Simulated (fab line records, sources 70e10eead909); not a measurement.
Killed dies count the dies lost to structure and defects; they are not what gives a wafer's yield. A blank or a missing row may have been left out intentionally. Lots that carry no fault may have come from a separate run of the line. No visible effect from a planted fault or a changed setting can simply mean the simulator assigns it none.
Chamber matching -- flow nandHarc -- NHARC_P_GATE_DESCUM_93 on rieDiel-02 has 4 sister chambers
The step chemistry O2, time 3 s. 4 wafers are shown with their chamber, then 9 later ones without.

== WAFERS WITH THEIR CHAMBER ==
wafer,chamber,drypumpMotorCurrentA (A)
L085.2,3,5.3
L085.5,1,6.2
L094.2,0,6.0
L094.5,2,5.8

== WAFERS WITH NO CHAMBER GIVEN ==
wafer,drypumpMotorCurrentA (A)
L095.3,6.2
L095.5,6.2
L095.6,5.7
L097.1,5.7
L097.2,5.3
L097.5,5.3
L097.3,6.0
L097.4,6.1
L097.6,6.0

== WHICH CHAMBER EACH ONE RAN IN ==
wafer,from the rows above,in truth
L095.3,1,1
L095.5,1,1
L095.6,2,2
L097.1,2,2
L097.2,3,3
L097.5,3,3
L097.3,0,0
L097.4,can't be placed: 0 or 1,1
L097.6,0,0
8 of 9 placed correctly. Cannot be placed on the basis of these rows: 1; the candidates contain the true chamber in 1. Wrongly placed: 0.
How it was worked out, from the rows above alone: a wafer's distance from a chamber is the root of the sum, over the readings, of the square of ((its reading less the chamber's mean) divided by the reading's scatter). If the next closest chamber is less than 2 further off than the closest, the wafer can't be placed; otherwise it belongs to the closest. Each chamber's mean is taken over the wafers shown for it. The scatter: root of mean squared gap, hidden wafer to nearest shown wafer, with one shown wafer a chamber.
